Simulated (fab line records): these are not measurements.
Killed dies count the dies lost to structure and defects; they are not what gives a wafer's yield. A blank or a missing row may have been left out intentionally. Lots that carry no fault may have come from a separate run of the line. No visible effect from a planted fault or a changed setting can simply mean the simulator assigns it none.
Matching of chambers	flow nand-harc	NHARC_A_BLC_ALD_23 on ald-metal-01: 4 sister chambers
The step deposits TiN, target thk 3 nm, pulse time 1 s, ald cycles 150. 8 wafers are shown with their chamber, then 7 later ones without.

== WAFERS PAIRED WITH THEIR CHAMBERS ==
wafer	chamber	heater-power-w (W)	precursor-pulse-height-rel
L081.4	2	1034	0.987
L084.2	2	1021	1.000
L084.3	3	998	1.000
L085.1	1	1121	0.993
L085.3	0	1056	1.003
L085.6	3	964	1.000
L090.1	0	1080	1.016
L090.2	1	1094	1.005

== WAFERS WHOSE CHAMBER IS MISSING ==
wafer	heater-power-w (W)	precursor-pulse-height-rel
L090.3	990	1.008
L095.1	990	1.029
L095.4	1057	0.972
L095.5	1048	0.969
L097.1	1060	1.045
L097.3	990	1.015
L097.4	1096	0.991

== CHAMBER TAKEN BY EACH ==
wafer	from the rows above	in truth
L090.3	can't be placed: 3 or 2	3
L095.1	can't be placed: 3 or 0 or 2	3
L095.4	can't be placed: 2 or 1 or 0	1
L095.5	can't be placed: 2 or 1 or 0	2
L097.1	can't be placed: 0 or 1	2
L097.3	can't be placed: 3 or 2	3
L097.4	can't be placed: 1 or 0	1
Placed correctly: 0 of 7. Not placeable from these rows: 7 (in 6, the candidates include the true chamber). Placed wrongly: 0.
How it was worked out, from the rows above alone: a wafer's distance from a chamber is the root of the sum, over the readings, of the square of ((its reading less the chamber's mean) divided by the reading's scatter). The wafer belongs to the nearest chamber; if the next one is less than 2 further off, it can't be placed. Each chamber's mean is taken over the wafers shown for it. The scatter: take each reading less its chamber's mean, square it, sum over the shown wafers, divide by the number of wafers less the number of chambers, and take the root.
